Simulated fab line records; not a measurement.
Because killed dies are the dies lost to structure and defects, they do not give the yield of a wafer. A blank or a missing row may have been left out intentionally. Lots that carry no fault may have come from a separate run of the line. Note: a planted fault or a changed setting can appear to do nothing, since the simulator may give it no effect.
fab line records | flow nandHarc | part 1 of 2: steps 1 to 22 of 28
[record] lots = 5 | wafers = 15 | lastDay = 23
route steps=1159 shown A_STAIRCASE@564
lots with no fault: from the same line, run without faults
startH: hours from the record's first day to the start of the lot's first wafer shown | waitH: time in hours since the lot's previous step | " as in the row above | L1.1+2: a single row standing in for several wafers | - no value, or no start was given | * or withheld: withheld | < > ~ a bound
route shown NAME@n: a module of which the file shows steps, and the number in the route of the first | usual: mean/standard deviation taken from wafers without a fault | same: alike in all rows | chamber/n: place in a boat | sites: the reading at each site | _std_site: standard deviation of those values | _edge_site: the outer-site mean with the inner-site mean subtracted | radiusMm: how far each site lies from the wafer's centre | mask NAME#n: copy n | behind: the last tool/chamber to shape the wafer | hold: why the lot went on hold/how many hours it stayed there/how the hold came to an end | device: names the non-switching transistor (n, p or np) | end of line: the same wafers' tests at the end of the route | a step without rows: its recipe alone | killed: the dies lost at the first sort to structure and to defects; this is not the yield of the wafer | map: the dies of a wafer, with x for killed, . for not killed, _ for no die there
set.NAME: the run value of the setting; set.NAME@STEP: its run value at that earlier step | model.NAME: the simulator's own value behind a step, which no gauge read
lots seen at some steps along the route; tables by step, rows by wafer
services: the hour from which a tool's chamber was out of use, counted from the record's first day as startH (under 0 if before that day), plus the number of hours and why
[[steps]]
[step NHARC_A_STAIRCASE_ETCH_27]
[recipe] targetDepthA = 1000 | timeS = 40.5 | ionEnergyEv = 400 | c4f8FlowSccm = 20 | o2FlowSccm = 10 | arFlowSccm = withheld | rfW = 600 | biasW = 1000 | chemistry = C4F8/O2
[usual] biasW = 1000/3.1 | oesProductAu = 0.937/0.014 | rfVppV = 899/5.1
lot.wafer | tool       | chamber | startH | waitH | biasW | oesProductAu | rfHoursCounterH | rfVppV
L076.1    | rieDiel-01 | 3       | -      | -     | 1003  | 0.919        | 43              | 900
L076.3    | "          | 0       | "      | "     | 1006  | 0.947        | 42              | 902
L076.5    | "          | 3       | "      | "     | 1004  | 0.927        | -               | 900
L077.1    | rieDiel-09 | 2       | -      | -     | 1000  | 0.945        | 60              | 905
L077.2    | "          | 0       | "      | "     | 1003  | 0.940        | 60              | 900
L077.5    | "          | 1       | "      | "     | 998   | 0.940        | -               | 896
L085.3    | rieDiel-01 | 1       | -      | -     | 998   | 0.941        | 51              | 898
L085.5    | "          | 2       | "      | "     | 1003  | 0.930        | -               | 888
L085.6    | "          | 3       | "      | "     | 997   | 0.931        | -               | 901
L088.3    | rieDiel-10 | 0       | -      | -     | 996   | 0.924        | 53              | 895
L088.1    | "          | 1       | "      | "     | 1001  | 0.938        | 51              | 896
L088.6    | "          | 0       | "      | "     | 1000  | 0.937        | -               | 894
L089.2    | rieDiel-01 | 2       | -      | -     | 998   | 0.943        | 6               | 888
L089.4    | "          | 3       | "      | "     | 999   | 0.957        | 6               | 900
L089.5    | "          | 1       | "      | "     | 996   | 0.925        | -               | 900
[step NHARC_A_STAIRCASE_STRIP_175]
[recipe] powerW = 1500 | tempC = 250 | chemistry = O2
[usual] drypumpMotorCurrentA = 5.6/0.34 | heaterPowerW = 322/25
lot.wafer | tool           | chamber | startH | waitH | drypumpMotorCurrentA | heaterPowerW | rfHoursCounterH
L076.1    | plasmaAsher-01 | 0       | 250.94 | 0.5   | 5.4                  | 353          | 52
L076.3    | "              | 0       | "      | "     | 5.4                  | 360          | -
L076.5    | "              | 0       | "      | "     | 5.4                  | 352          | -
L077.2    | plasmaAsher-01 | 1       | 251.18 | 0.4   | 6.1                  | 302          | 52
L077.1    | "              | 0       | "      | "     | 5.4                  | 359          | 52
L077.5    | "              | 1       | "      | "     | 6.1                  | 303          | -
L085.3    | plasmaAsher-02 | 1       | 314.76 | 0.2   | 5.6                  | 292          | -
L085.6    | "              | 0       | "      | "     | 5.3                  | 342          | -
L085.5    | "              | 1       | "      | "     | 5.6                  | 298          | -
L088.1    | plasmaAsher-01 | 1       | 322.70 | 0.1   | 6.2                  | 309          | 8
L088.3    | "              | 1       | "      | "     | 6.1                  | 314          | -
L088.6    | "              | 1       | "      | "     | 6.2                  | 312          | -
L089.2    | plasmaAsher-02 | 1       | 338.27 | 0.1   | 5.6                  | 288          | 50
L089.4    | "              | 0       | "      | "     | 5.3                  | 342          | -
L089.5    | "              | 1       | "      | "     | 5.6                  | 289          | -
[step NHARC_A_STAIRCASE_STRIP_148]
[recipe] timeS = 900 | tempC = 130 | chemistry = SPM
lot.wafer  | tool        | chamber | startH | waitH
L076.1+5+3 | wetBench-07 | 5,6,7   | 251.25 | 0.3
L077.2+5+1 | wetBench-09 | 3,5,7   | 251.52 | 0.3
L085.6+3+5 | wetBench-09 | 1,4,5   | 314.97 | 0.1
L088.1+6+3 | wetBench-07 | 5,7,0   | 323.06 | 0.3
L089.2+5+4 | wetBench-07 | 0,2,4   | 338.61 | 0.3
[step NHARC_A_STAIRCASE_PRECLEAN_149]
[recipe] timeS = * | tempC = 50 | bathAgeMin = 0 | chemistry = SC1
[usual] sc1H2o2EndMolL = 0.3699/0.00064
lot.wafer | tool        | chamber | startH | waitH | sc1H2o2EndMolL
L076.1    | wetBench-07 | 5       | -      | -     | 0.3710
L076.5    | "           | 6       | "      | "     | 0.3706
L076.3    | "           | 7       | "      | "     | 0.3692
L077.2    | wetBench-09 | 3       | -      | -     | 0.3688
L077.5    | "           | 5       | "      | "     | 0.3701
L077.1    | "           | 7       | "      | "     | 0.3697
L085.6    | wetBench-09 | 1       | -      | -     | 0.3700
L085.3    | "           | 4       | "      | "     | 0.3705
L085.5    | "           | 5       | "      | "     | 0.3699
L088.1    | wetBench-07 | 5       | -      | -     | 0.3699
L088.6    | "           | 7       | "      | "     | 0.3691
L088.3    | "           | 0       | "      | "     | 0.3694
L089.2    | wetBench-07 | 0       | -      | -     | 0.3702
L089.5    | "           | 2       | "      | "     | 0.3697
L089.4    | "           | 4       | "      | "     | 0.3698
[step NHARC_A_STAIRCASE_SRD_150]
lot.wafer  | tool        | chamber | startH | waitH
L076.1+5+3 | wetBench-07 | 5,6,7   | -      | -
L077.2+5+1 | wetBench-09 | 3,5,7   | -      | -
L085.6+3+5 | wetBench-09 | 1,4,5   | -      | -
L088.1+6+3 | wetBench-07 | 5,7,0   | -      | -
L089.2+5+4 | wetBench-07 | 0,2,4   | -      | -
[step NHARC_A_STAIRCASE_DEHYDRATE_176]
[recipe] tempC = 150 | timeS = 120
[usual] heaterPowerTotalW = 182.5/1.2
lot.wafer | tool          | chamber | startH | waitH | heaterPowerTotalW
L076.1    | lithoTrack-07 | 0       | 251.70 | -     | 181.9
L076.3    | "             | 0       | "      | "     | 180.5
L076.5    | "             | 0       | "      | "     | 181.5
L077.1    | lithoTrack-05 | 0       | 251.98 | -     | 183.6
L077.2    | "             | 0       | "      | "     | 181.9
L077.5    | "             | 0       | "      | "     | 182.5
L085.3    | lithoTrack-03 | 0       | 315.43 | -     | 184.0
L085.5    | "             | 0       | "      | "     | 183.6
L085.6    | "             | 0       | "      | "     | 181.5
L088.1    | lithoTrack-05 | 0       | 323.50 | -     | 183.0
L088.3    | "             | 0       | "      | "     | 180.8
L088.6    | "             | 0       | "      | "     | 180.9
L089.2    | lithoTrack-03 | 0       | 339.08 | -     | 181.3
L089.4    | "             | 0       | "      | "     | 184.2
L089.5    | "             | 0       | "      | "     | 184.9
[step NHARC_A_STAIRCASE_HMDS_177]
[recipe] timeS = 30
lot.wafer  | tool          | chamber | startH | waitH
L076.1+3+5 | lithoTrack-07 | 0       | -      | -
L077.1+2+5 | lithoTrack-05 | 0       | -      | -
L085.3+5+6 | lithoTrack-03 | 0       | -      | -
L088.1+3+6 | lithoTrack-05 | 0       | -      | -
L089.2+4+5 | lithoTrack-03 | 0       | -      | -
[step NHARC_A_STAIRCASE_COAT_178]
[recipe] spinRpm = 1200
lot.wafer  | tool          | chamber | startH | waitH
L076.1+3+5 | lithoTrack-07 | 0       | -      | -
L077.1+2+5 | lithoTrack-05 | 0       | -      | -
L085.3+5+6 | lithoTrack-03 | 0       | -      | -
L088.1+3+6 | lithoTrack-05 | 0       | -      | -
L089.2+4+5 | lithoTrack-03 | 0       | -      | -
[step NHARC_A_STAIRCASE_SOFTBAKE_179]
[recipe] tempC = 135 | timeS = 170
[usual] heaterPowerTotalW = 134.4/0.97
lot.wafer | tool          | chamber | startH | waitH | heaterPowerTotalW
L076.1    | lithoTrack-07 | 0       | -      | -     | 134.7
L076.3    | "             | 0       | "      | "     | 135.6
L076.5    | "             | 0       | "      | "     | 136.2
L077.1    | lithoTrack-05 | 0       | -      | -     | 133.7
L077.2    | "             | 0       | "      | "     | 133.3
L077.5    | "             | 0       | "      | "     | 134.3
L085.3    | lithoTrack-03 | 0       | -      | -     | 133.4
L085.5    | "             | 0       | "      | "     | 133.7
L085.6    | "             | 0       | "      | "     | 136.3
L088.1    | lithoTrack-05 | 0       | -      | -     | 133.2
L088.3    | "             | 0       | "      | "     | 135.6
L088.6    | "             | 0       | "      | "     | 134.2
L089.2    | lithoTrack-03 | 0       | -      | -     | 135.7
L089.4    | "             | 0       | "      | "     | 134.1
L089.5    | "             | 0       | "      | "     | 135.5
[step NHARC_A_STAIRCASE_EBR_180]
lot.wafer  | tool          | chamber | startH | waitH
L076.1+3+5 | lithoTrack-07 | 0       | -      | -
L077.1+2+5 | lithoTrack-05 | 0       | -      | -
L085.3+5+6 | lithoTrack-03 | 0       | -      | -
L088.1+3+6 | lithoTrack-05 | 0       | -      | -
L089.2+4+5 | lithoTrack-03 | 0       | -      | -
[step NHARC_A_STAIRCASE_EXPOSE_181]
[recipe] na = 0.5 | doseMj = 27.87 | maskId = STAIR_2
[usual] focusOffsetNm = -0.2/0.59
lot.wafer | tool          | chamber | startH | waitH | mask      | focusOffsetNm
L076.1    | krfScanner-04 | 0       | 252.03 | -     | STAIR_2#0 | -0.1
L076.3    | "             | 0       | "      | "     | STAIR_2#0 | -0.6
L076.5    | "             | 0       | "      | "     | STAIR_2#0 | -0.8
L077.1    | krfScanner-01 | 0       | 252.31 | -     | STAIR_2#0 | -0.5
L077.2    | "             | 0       | "      | "     | STAIR_2#0 | 0.3
L077.5    | "             | 0       | "      | "     | STAIR_2#0 | 0.5
L085.3    | krfScanner-01 | 0       | 315.65 | -     | STAIR_2#0 | -0.3
L085.5    | "             | 0       | "      | "     | STAIR_2#0 | -0.1
L085.6    | "             | 0       | "      | "     | STAIR_2#0 | -0.5
L088.1    | krfScanner-04 | 0       | 323.83 | -     | STAIR_2#0 | 1.2
L088.3    | "             | 0       | "      | "     | STAIR_2#0 | 0.5
L088.6    | "             | 0       | "      | "     | STAIR_2#0 | 0.4
L089.2    | krfScanner-04 | 0       | 339.41 | -     | STAIR_2#0 | -1.0
L089.4    | "             | 0       | "      | "     | STAIR_2#0 | -0.3
L089.5    | "             | 0       | "      | "     | STAIR_2#0 | -0.7
[step NHARC_A_STAIRCASE_PEB_182]
[recipe] pebTempC = 115 | pebTimeS = 130
[usual] heaterPowerTotalW = 123.88/0.19
lot.wafer | tool          | chamber | startH | waitH | heaterPowerTotalW
L076.1    | lithoTrack-07 | 0       | 252.10 | 0.1   | 123.84
L076.3    | "             | 0       | "      | "     | 123.86
L076.5    | "             | 0       | "      | "     | 124.00
L077.1    | lithoTrack-05 | 0       | 252.38 | 0.1   | 124.02
L077.2    | "             | 0       | "      | "     | 124.09
L077.5    | "             | 0       | "      | "     | 123.77
L085.3    | lithoTrack-05 | 0       | 315.70 | 0.0   | 123.72
L085.5    | "             | 0       | "      | "     | 124.09
L085.6    | "             | 0       | "      | "     | 123.78
L088.1    | lithoTrack-03 | 0       | 323.90 | 0.1   | 123.92
L088.3    | "             | 0       | "      | "     | 123.97
L088.6    | "             | 0       | "      | "     | 124.12
L089.2    | lithoTrack-03 | 0       | 339.47 | 0.1   | 123.57
L089.4    | "             | 0       | "      | "     | 123.81
L089.5    | "             | 0       | "      | "     | 123.65
[step NHARC_A_STAIRCASE_DEVELOP_183]
[recipe] timeS = 140
lot.wafer  | tool          | chamber | startH | waitH
L076.1+3+5 | lithoTrack-07 | 0       | -      | -
L077.1+2+5 | lithoTrack-05 | 0       | -      | -
L085.3+5+6 | lithoTrack-05 | 0       | -      | -
L088.1+3+6 | lithoTrack-03 | 0       | -      | -
L089.2+4+5 | lithoTrack-03 | 0       | -      | -
[step NHARC_A_STAIRCASE_HARDBAKE_185]
[recipe] tempC = 120 | timeS = 140
[usual] heaterPowerTotalW = 127.27/0.18
lot.wafer | tool          | chamber | startH | waitH | heaterPowerTotalW
L076.1    | lithoTrack-03 | 0       | 252.33 | -     | 126.88
L076.3    | "             | 0       | "      | "     | 127.48
L076.5    | "             | 0       | "      | "     | 127.33
L077.1    | lithoTrack-07 | 0       | 252.59 | -     | 127.02
L077.2    | "             | 0       | "      | "     | 127.08
L077.5    | "             | 0       | "      | "     | 127.27
L085.3    | lithoTrack-07 | 0       | 315.93 | -     | 127.31
L085.5    | "             | 0       | "      | "     | 127.32
L085.6    | "             | 0       | "      | "     | 127.17
L088.1    | lithoTrack-07 | 0       | 324.12 | -     | 127.47
L088.3    | "             | 0       | "      | "     | 127.02
L088.6    | "             | 0       | "      | "     | 127.42
L089.2    | lithoTrack-03 | 0       | 339.70 | -     | 127.30
L089.4    | "             | 0       | "      | "     | 127.43
L089.5    | "             | 0       | "      | "     | 127.35
[step NHARC_A_STAIRCASE_DESCUM_186]
[recipe] timeS = 3 | o2FlowSccm = 200 | arFlowSccm = 0 | biasPowerW = 0 | chemistry = O2
[usual] drypumpMotorCurrentA = 5.7/0.45 | oesProductAu = 0.996/0.014 | rfVppV = 58.0/0.92 | showerheadPlenumPTorr = 1.96/0.081 | throttleValvePct = 11.310/0.0093
lot.wafer | tool       | chamber | startH | waitH | drypumpMotorCurrentA | oesProductAu | rfHoursCounterH | rfVppV | showerheadPlenumPTorr | throttleValvePct
L076.1    | rieDiel-10 | 2       | 252.42 | -     | 6.6                  | 1.000        | 28              | 58.7   | 2.07                  | 11.306
L076.3    | "          | 0       | "      | "     | 6.1                  | 0.990        | 25              | 58.2   | 1.90                  | 11.302
L076.5    | "          | 2       | "      | "     | 6.6                  | 0.997        | -               | 58.5   | 2.07                  | 11.333
L077.1    | rieDiel-10 | 2       | 252.71 | -     | 6.6                  | 0.993        | 28              | 60.1   | 2.07                  | 11.302
L077.2    | "          | 3       | "      | "     | 5.0                  | 0.998        | 28              | 59.2   | 2.07                  | 11.304
L077.5    | "          | 1       | "      | "     | 5.7                  | 0.993        | -               | 57.5   | 1.94                  | 11.309
L085.3    | rieDiel-09 | 1       | 316.19 | -     | 5.7                  | 1.000        | 18              | 57.8   | 1.93                  | 11.303
L085.5    | "          | 2       | "      | "     | 5.7                  | 0.980        | -               | 58.5   | 2.05                  | 11.314
L085.6    | "          | 3       | "      | "     | 5.1                  | 1.005        | -               | 59.0   | 2.01                  | 11.300
L088.3    | rieDiel-10 | 2       | 324.21 | -     | 6.6                  | 0.988        | 52              | 57.4   | 2.06                  | 11.309
L088.1    | "          | 1       | "      | "     | 5.8                  | 0.997        | 52              | 55.9   | 1.93                  | 11.302
L088.6    | "          | 3       | "      | "     | 5.0                  | 0.999        | -               | 58.2   | 2.06                  | 11.315
L089.4    | rieDiel-09 | 0       | 339.79 | -     | 5.9                  | 0.983        | 28              | 58.9   | 1.95                  | 11.313
L089.2    | "          | 1       | "      | "     | 5.8                  | 0.987        | 29              | 58.1   | 1.92                  | 11.306
L089.5    | "          | 3       | "      | "     | 5.1                  | 1.011        | -               | 59.0   | 2.01                  | 11.304
[step NHARC_A_STAIRCASE_TRIM_187]
[recipe] timeS = 211.2 | o2FlowSccm = 500 | arFlowSccm = 0 | biasW = 0 | chemistry = O2
[usual] drypumpMotorCurrentA = 5.7/0.46 | oesProductAu = 0.994/0.014 | rfVppV = 58.0/0.9 | showerheadPlenumPTorr = 3.62/0.14 | throttleValvePct = 17.036/0.0099
[same] biasW = 0
lot.wafer | tool       | chamber | startH | waitH | drypumpMotorCurrentA | oesProductAu | rfHoursCounterH | rfVppV | showerheadPlenumPTorr | throttleValvePct
L076.3    | rieDiel-10 | 1       | 252.50 | 0.1   | 5.8                  | 0.994        | 25              | 57.9   | 3.58                  | 17.050
L076.1    | "          | 0       | "      | "     | 6.0                  | 0.990        | 25              | 59.0   | 3.50                  | 17.035
L076.5    | "          | 1       | "      | "     | 5.8                  | 0.990        | -               | 57.2   | 3.58                  | 17.026
L077.1    | rieDiel-10 | 3       | 252.82 | 0.1   | 5.0                  | 0.998        | 28              | 58.0   | 3.79                  | 17.043
L077.2    | "          | 0       | "      | "     | 6.1                  | 0.987        | 26              | 57.7   | 3.50                  | 17.049
L077.5    | "          | 3       | "      | "     | 5.0                  | 0.991        | -               | 58.0   | 3.79                  | 17.053
L085.3    | rieDiel-09 | 2       | 316.29 | 0.1   | 5.8                  | 1.008        | 17              | 59.6   | 3.76                  | 17.027
L085.6    | "          | 0       | "      | "     | 5.9                  | 0.974        | -               | 57.9   | 3.61                  | 17.033
L085.5    | "          | 1       | "      | "     | 5.8                  | 0.991        | -               | 58.0   | 3.55                  | 17.052
L088.1    | rieDiel-10 | 2       | 324.34 | 0.1   | 6.6                  | 0.993        | 52              | 58.4   | 3.78                  | 17.019
L088.3    | "          | 3       | "      | "     | 5.0                  | 0.987        | 59              | 58.5   | 3.77                  | 17.028
L088.6    | "          | 2       | "      | "     | 6.6                  | 0.984        | -               | 58.1   | 3.78                  | 17.018
L089.4    | rieDiel-09 | 1       | 339.87 | 0.1   | 5.8                  | 0.981        | 29              | 57.5   | 3.55                  | 17.054
L089.2    | "          | 0       | "      | "     | 5.9                  | 0.975        | 28              | 57.0   | 3.60                  | 17.046
L089.5    | "          | 2       | "      | "     | 5.8                  | 0.998        | -               | 58.4   | 3.76                  | 17.023
[step NHARC_A_STAIRCASE_ETCH_188]
[recipe] targetDepthA = 1000 | timeS = 40.5 | ionEnergyEv = 400 | c4f8FlowSccm = 20 | o2FlowSccm = 10 | arFlowSccm = withheld | rfW = 600 | biasW = 1000 | chemistry = C4F8/O2
[usual] biasW = 1000/3.3 | oesProductAu = 0.934/0.016 | rfVppV = 899/5.2
lot.wafer | tool       | chamber | startH | waitH | biasW | oesProductAu | rfHoursCounterH | rfVppV
L076.1    | rieDiel-10 | 1       | -      | -     | 999   | 0.952        | 25              | 898
L076.3    | "          | 2       | "      | "     | 1006  | 0.945        | 28              | 905
L076.5    | "          | 3       | "      | "     | 1002  | 0.950        | -               | 905
L077.2    | rieDiel-10 | 2       | -      | -     | 996   | 0.933        | 28              | 905
L077.1    | "          | 0       | "      | "     | 995   | 0.917        | 26              | 895
L077.5    | "          | 3       | "      | "     | 998   | 0.914        | -               | 905
L085.3    | rieDiel-09 | 3       | -      | -     | 1006  | 0.943        | 16              | 901
L085.5    | "          | 0       | "      | "     | 999   | 0.912        | -               | 897
L085.6    | "          | 1       | "      | "     | 993   | 0.917        | -               | 897
L088.3    | rieDiel-10 | 3       | -      | -     | 1002  | 0.926        | 59              | 905
L088.1    | "          | 1       | "      | "     | 1000  | 0.939        | 52              | 896
L088.6    | "          | 0       | "      | "     | 1001  | 0.919        | -               | 894
L089.2    | rieDiel-09 | 3       | -      | -     | 1000  | 0.964        | 25              | 901
L089.4    | "          | 1       | "      | "     | 997   | 0.945        | 29              | 896
L089.5    | "          | 3       | "      | "     | 998   | 0.975        | -               | 901
[step NHARC_A_STAIRCASE_TRIM_189]
[recipe] timeS = 211.2 | o2FlowSccm = 500 | arFlowSccm = 0 | biasW = 0 | chemistry = O2
[usual] drypumpMotorCurrentA = 5.7/0.43 | oesProductAu = 0.995/0.014 | rfVppV = 58.1/0.9 | showerheadPlenumPTorr = 3.61/0.13 | throttleValvePct = 17.035/0.0097
[same] biasW = 0
lot.wafer | tool       | chamber | startH | waitH | drypumpMotorCurrentA | oesProductAu | rfHoursCounterH | rfVppV | showerheadPlenumPTorr | throttleValvePct
L076.1    | rieDiel-10 | 1       | -      | -     | 5.8                  | 1.000        | 25              | 58.1   | 3.58                  | 17.041
L076.3    | "          | 2       | "      | "     | 6.6                  | 1.004        | 28              | 58.3   | 3.79                  | 17.033
L076.5    | "          | 1       | "      | "     | 5.8                  | 1.006        | -               | 57.5   | 3.58                  | 17.029
L077.1    | rieDiel-10 | 0       | -      | -     | 6.1                  | 0.991        | 26              | 57.9   | 3.50                  | 17.027
L077.2    | "          | 1       | "      | "     | 5.8                  | 1.001        | 26              | 59.3   | 3.58                  | 17.037
L077.5    | "          | 3       | "      | "     | 5.0                  | 0.985        | -               | 57.8   | 3.79                  | 17.030
L085.3    | rieDiel-09 | 0       | -      | -     | 5.9                  | 0.976        | 18              | 58.8   | 3.60                  | 17.042
L085.6    | "          | 2       | "      | "     | 5.8                  | 0.993        | -               | 58.9   | 3.76                  | 17.051
L085.5    | "          | 3       | "      | "     | 5.1                  | 1.006        | -               | 58.3   | 3.70                  | 17.031
L088.1    | rieDiel-10 | 3       | -      | -     | 5.0                  | 0.995        | 59              | 56.8   | 3.77                  | 17.039
L088.3    | "          | 1       | "      | "     | 5.8                  | 0.995        | 52              | 58.3   | 3.56                  | 17.034
L088.6    | "          | 3       | "      | "     | 5.0                  | 1.002        | -               | 59.3   | 3.77                  | 17.058
L089.4    | rieDiel-09 | 3       | -      | -     | 5.1                  | 1.013        | 25              | 58.6   | 3.69                  | 17.025
L089.2    | "          | 0       | "      | "     | 5.9                  | 0.973        | 28              | 56.7   | 3.60                  | 17.039
L089.5    | "          | 0       | "      | "     | 5.9                  | 0.986        | -               | 59.2   | 3.60                  | 17.038
[step NHARC_A_STAIRCASE_ETCH_190]
[recipe] targetDepthA = 1000 | timeS = 40.5 | ionEnergyEv = 400 | c4f8FlowSccm = 20 | o2FlowSccm = 10 | arFlowSccm = withheld | rfW = 600 | biasW = 1000 | chemistry = C4F8/O2
[usual] biasW = 999.9/2.9 | oesProductAu = 0.938/0.015 | rfVppV = 899/5.2
lot.wafer | tool       | chamber | startH | waitH | biasW  | oesProductAu | rfHoursCounterH | rfVppV
L076.1    | rieDiel-10 | 3       | -      | -     | 996.6  | 0.934        | 28              | 906
L076.3    | "          | 2       | "      | "     | 1001.2 | 0.953        | 28              | 904
L076.5    | "          | 3       | "      | "     | 997.7  | 0.926        | -               | 905
L077.2    | rieDiel-10 | 1       | -      | -     | 993.7  | 0.947        | 26              | 899
L077.1    | "          | 3       | "      | "     | 998.9  | 0.936        | 28              | 906
L077.5    | "          | 2       | "      | "     | 998.0  | 0.950        | -               | 905
L085.3    | rieDiel-09 | 3       | -      | -     | 993.3  | 0.946        | 17              | 903
L085.5    | "          | 3       | "      | "     | 1000.3 | 0.946        | -               | 902
L085.6    | "          | 0       | "      | "     | 999.7  | 0.918        | -               | 899
L088.3    | rieDiel-10 | 3       | -      | -     | 1002.7 | 0.931        | 59              | 904
L088.1    | "          | 1       | "      | "     | 1001.0 | 0.939        | 52              | 896
L088.6    | "          | 3       | "      | "     | 998.6  | 0.925        | -               | 904
L089.2    | rieDiel-09 | 2       | -      | -     | 1000.6 | 0.949        | 26              | 904
L089.4    | "          | 3       | "      | "     | 1001.9 | 0.943        | 25              | 902
L089.5    | "          | 0       | "      | "     | 1001.3 | 0.920        | -               | 898
[step NHARC_A_STAIRCASE_TRIM_191]
[recipe] timeS = 211.2 | o2FlowSccm = 500 | arFlowSccm = 0 | biasW = 0 | chemistry = O2
[usual] drypumpMotorCurrentA = 5.7/0.46 | oesProductAu = 0.994/0.014 | rfVppV = 58.0/0.91 | showerheadPlenumPTorr = 3.62/0.14 | throttleValvePct = 17.037/0.0096
[same] biasW = 0
lot.wafer | tool       | chamber | startH | waitH | drypumpMotorCurrentA | oesProductAu | rfHoursCounterH | rfVppV | showerheadPlenumPTorr | throttleValvePct
L076.1    | rieDiel-10 | 2       | -      | -     | 6.6                  | 0.989        | 28              | 58.7   | 3.79                  | 17.021
L076.3    | "          | 3       | "      | "     | 5.0                  | 0.993        | 28              | 58.7   | 3.79                  | 17.041
L076.5    | "          | 1       | "      | "     | 5.7                  | 0.998        | -               | 58.2   | 3.58                  | 17.043
L077.1    | rieDiel-10 | 0       | -      | -     | 6.1                  | 0.986        | 26              | 58.8   | 3.50                  | 17.030
L077.2    | "          | 2       | "      | "     | 6.6                  | 1.009        | 28              | 59.7   | 3.79                  | 17.014
L077.5    | "          | 3       | "      | "     | 5.0                  | 0.998        | -               | 57.1   | 3.79                  | 17.042
L085.3    | rieDiel-09 | 3       | -      | -     | 5.1                  | 1.018        | 18              | 58.0   | 3.70                  | 17.046
L085.6    | "          | 3       | "      | "     | 5.1                  | 1.011        | -               | 59.0   | 3.70                  | 17.028
L085.5    | "          | 0       | "      | "     | 5.9                  | 0.986        | -               | 57.2   | 3.60                  | 17.016
L088.1    | rieDiel-10 | 3       | -      | -     | 5.0                  | 0.976        | 59              | 58.1   | 3.77                  | 17.024
L088.3    | "          | 1       | "      | "     | 5.8                  | 1.002        | 52              | 58.0   | 3.56                  | 17.046
L088.6    | "          | 2       | "      | "     | 6.6                  | 0.985        | -               | 57.6   | 3.78                  | 17.033
L089.4    | rieDiel-09 | 1       | -      | -     | 5.8                  | 0.980        | 30              | 56.2   | 3.55                  | 17.030
L089.2    | "          | 2       | "      | "     | 5.8                  | 0.996        | 26              | 57.5   | 3.76                  | 17.047
L089.5    | "          | 1       | "      | "     | 5.8                  | 0.983        | -               | 57.3   | 3.55                  | 17.037
[step NHARC_A_STAIRCASE_ETCH_192]
[recipe] targetDepthA = 1000 | timeS = 40.5 | ionEnergyEv = 400 | c4f8FlowSccm = 20 | o2FlowSccm = 10 | arFlowSccm = withheld | rfW = 600 | biasW = 1000 | chemistry = C4F8/O2
[usual] biasW = 1000/3.2 | oesProductAu = 0.937/0.015 | rfVppV = 899/5
lot.wafer | tool       | chamber | startH | waitH | biasW | oesProductAu | rfHoursCounterH | rfVppV
L076.1    | rieDiel-10 | 3       | -      | -     | 1000  | 0.938        | 28              | 906
L076.3    | "          | 0       | "      | "     | 1000  | 0.931        | 26              | 894
L076.5    | "          | 3       | "      | "     | 998   | 0.940        | -               | 905
L077.2    | rieDiel-10 | 2       | -      | -     | 999   | 0.956        | 28              | 906
L077.1    | "          | 0       | "      | "     | 997   | 0.920        | 26              | 894
L077.5    | "          | 3       | "      | "     | 998   | 0.929        | -               | 905
L085.3    | rieDiel-09 | 1       | -      | -     | 1002  | 0.928        | 20              | 897
L085.6    | "          | 0       | "      | "     | 1003  | 0.923        | -               | 898
L085.5    | "          | 1       | "      | "     | 1000  | 0.933        | -               | 898
L088.3    | rieDiel-10 | 1       | -      | -     | 1000  | 0.939        | 52              | 898
L088.1    | "          | 3       | "      | "     | 998   | 0.926        | 59              | 904
L088.6    | "          | 1       | "      | "     | 1000  | 0.957        | -               | 898
L089.4    | rieDiel-09 | 0       | -      | -     | 999   | 0.918        | 28              | 899
L089.2    | "          | 3       | "      | "     | 997   | 0.955        | 25              | 902
L089.5    | "          | 0       | "      | "     | 997   | 0.919        | -               | 898
[step NHARC_A_STAIRCASE_TRIM_193]
[recipe] timeS = 211.2 | o2FlowSccm = 500 | arFlowSccm = 0 | biasW = 0 | chemistry = O2
[usual] drypumpMotorCurrentA = 5.7/0.44 | oesProductAu = 0.995/0.014 | rfVppV = 57.9/0.89 | showerheadPlenumPTorr = 3.61/0.15 | throttleValvePct = 17.037/0.0093
[same] biasW = 0
lot.wafer | tool       | chamber | startH | waitH | drypumpMotorCurrentA | oesProductAu | rfHoursCounterH | rfVppV | showerheadPlenumPTorr | throttleValvePct
L076.1    | rieDiel-10 | 0       | -      | -     | 6.1                  | 0.984        | 26              | 58.8   | 3.50                  | 17.048
L076.3    | "          | 2       | "      | "     | 6.6                  | 0.998        | 28              | 58.9   | 3.79                  | 17.048
L076.5    | "          | 3       | "      | "     | 5.0                  | 0.999        | -               | 58.2   | 3.79                  | 17.041
L077.2    | rieDiel-10 | 3       | -      | -     | 5.0                  | 0.994        | 29              | 57.9   | 3.79                  | 17.028
L077.1    | "          | 1       | "      | "     | 5.8                  | 0.994        | 26              | 58.1   | 3.58                  | 17.033
L077.5    | "          | 3       | "      | "     | 5.0                  | 0.991        | -               | 58.6   | 3.79                  | 17.027
L085.3    | rieDiel-09 | 1       | -      | -     | 5.8                  | 1.002        | 20              | 58.2   | 3.55                  | 17.025
L085.6    | "          | 1       | "      | "     | 5.8                  | 0.999        | -               | 58.1   | 3.55                  | 17.046
L085.5    | "          | 2       | "      | "     | 5.8                  | 1.006        | -               | 57.3   | 3.76                  | 17.027
L088.1    | rieDiel-10 | 2       | -      | -     | 6.6                  | 0.988        | 53              | 57.0   | 3.78                  | 17.030
L088.3    | "          | 1       | "      | "     | 5.8                  | 1.001        | 52              | 57.8   | 3.56                  | 17.038
L088.6    | "          | 2       | "      | "     | 6.6                  | 0.976        | -               | 57.7   | 3.78                  | 17.037
L089.2    | rieDiel-09 | 2       | -      | -     | 5.8                  | 0.994        | 26              | 59.6   | 3.76                  | 17.038
L089.4    | "          | 3       | "      | "     | 5.1                  | 1.001        | 25              | 57.6   | 3.69                  | 17.035
L089.5    | "          | 2       | "      | "     | 5.8                  | 0.992        | -               | 57.8   | 3.76                  | 17.050
